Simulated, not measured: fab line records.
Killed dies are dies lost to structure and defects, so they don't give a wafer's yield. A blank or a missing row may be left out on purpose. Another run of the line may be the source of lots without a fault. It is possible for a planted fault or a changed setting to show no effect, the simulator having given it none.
A lot that was struck, set against a sound lot -- flow n5Finfet -- 15 steps out of a route of 1938
Sound: the wafers L342.1, L342.4, L342.5. Wafers L335.1, L335.2, L335.5 were the ones struck. The cause comes at the end.
Each step with rows lists, per side, the tool, then ch with its chambers, then its first start. Under that, the readings that differ: sound wafers -- struck wafers -- difference of the means -- sigmas: that difference in standard deviations of wafers without a fault.
alike: same words and numbers on both sides, and readings whose means sit less than 2 such deviations apart. not compared: any withheld reading, any reading some wafer has no value for, any bound like >300 that may hide the same value, and any number with overlapping values for which the record gives no deviation.
A row with sigmas, a row that says differs or no value, or rows on one side alone: a step with any of these is where the two part. When numbers do not overlap yet have no deviation, they are printed without sigmas and do not part them. A reading missing from all wafers of one side parts the sides only when that side holds two or more wafers.

N5_BEOL_M1_ETCH_41: etches SiCN in CH3F/O2, target depth 31.9 nm, time 57.8 s.
  sound on rieDiel-06 ch 1,2,3; struck on rieDiel-06 ch 2,3
  alike: drypumpMotorCurrentA, mfcArSccm, oesProductAu, rfVppV, showerheadPlenumPTorr, throttleValvePct
  not compared: rfHoursCounterH
N5_BEOL_M1_STRIP_97: strips in N2/H2, time 10 s.
  sound on rieDiel-06 ch 1,2,3; struck on rieDiel-06 ch 2,3
  alike: drypumpMotorCurrentA, oesProductAu, rfVppV, showerheadPlenumPTorr, throttleValvePct
  not compared: rfHoursCounterH
N5_BEOL_M1_OCD_MEAS_38:
  sound on ocd-02 at day 10 07:21; struck on ocd-02 at day 8 20:07
  alike: trenchDepthNm
then, 4 steps without rows for these wafers: N5_BEOL_M1_HM_STRIP_39 (strips TiN in peroxide tin strip, target depth 25 nm, time 158 s); N5_BEOL_M1_SRD_40 (time 30 s); N5_BEOL_M1_PRECLEAN_42 (cleans in residue remover, time 60 s); N5_BEOL_M1_SRD_43 (time 30 s).
N5_BEOL_M1_CD_MEAS_35: target cd 18 nm, target cd y 21 nm.
  sound on cdSem-03 at day 10 07:31; struck on cdSem-01 at day 8 20:16
  alike: cdNm
then, 1 step without rows for these wafers: N5_BEOL_M1_DEGAS_44 (time 60 s).
N5_BEOL_M1_PRE_CLEAN_45: time 30 s.
  sound on pvdSputter-03 at day 10 07:58; struck on pvdSputter-02 at day 8 20:38
  alike: heaterPowerW
N5_BEOL_M1_ALD_84: deposits TaN, pulse time 2 s, purge time 3 s, co reactant purge time 2 s.
  sound on aldMetal-04 ch 0,3, day 10 08:02; struck on aldMetal-01 ch 0,1,3, day 8 20:42
reading,sound,struck,difference,sigmas
heaterPowerW (W),514 477 518,384 423 404,-99,-2
after that, 1 step had no rows for these wafers: N5_BEOL_M1_SURFACE_TREAT_85.
N5_BEOL_M1_CVD_47: deposits Co from CCTBA/H2, target thk 3 nm, time 223.8 s.
  sound on cvdCo-02 ch 0,1,2, day 10 08:25; struck on cvdCo-01 ch 0,1, day 8 21:14
reading,sound,struck,difference,sigmas
runLengthS (s),246.2 247.5 246.6,108.4 108.0 108.3,-138.5,-99 or more
N5_BEOL_M1_SPUTTER_48: material Cu, target thk 4.5 nm, time 8.29 s.
  sound on pvdSputter-02 at day 10 08:40; struck on pvdSputter-02 at day 8 22:44
  alike: substrateTempC, throttleValvePct
-- here the record skips 3 days between the struck wafers' starts before and after, leaving off in module BEOL_M1 and picking up in module BEOL_M4 (first step shown: number 1111 of the route) --
N5_BEOL_M4_RC_MEAS_101:
  sound on prober-02 ch 0, day 14 01:43; struck on prober-01 ch 0, day 12 08:56
  alike: DIBL_N, DIBL_P, IOFF_N, IOFF_P, ION_N, ION_P, SS_N, SS_P, VT_N, VT_P

WHERE THEY PART
Earliest at N5_BEOL_M1_ALD_84; latest, in this record, at N5_BEOL_M1_CVD_47. Later steps at which nothing parts them and some readings are alike: N5_BEOL_M1_SPUTTER_48, N5_BEOL_M4_RC_MEAS_101.

WHY: what had been put in by the simulator
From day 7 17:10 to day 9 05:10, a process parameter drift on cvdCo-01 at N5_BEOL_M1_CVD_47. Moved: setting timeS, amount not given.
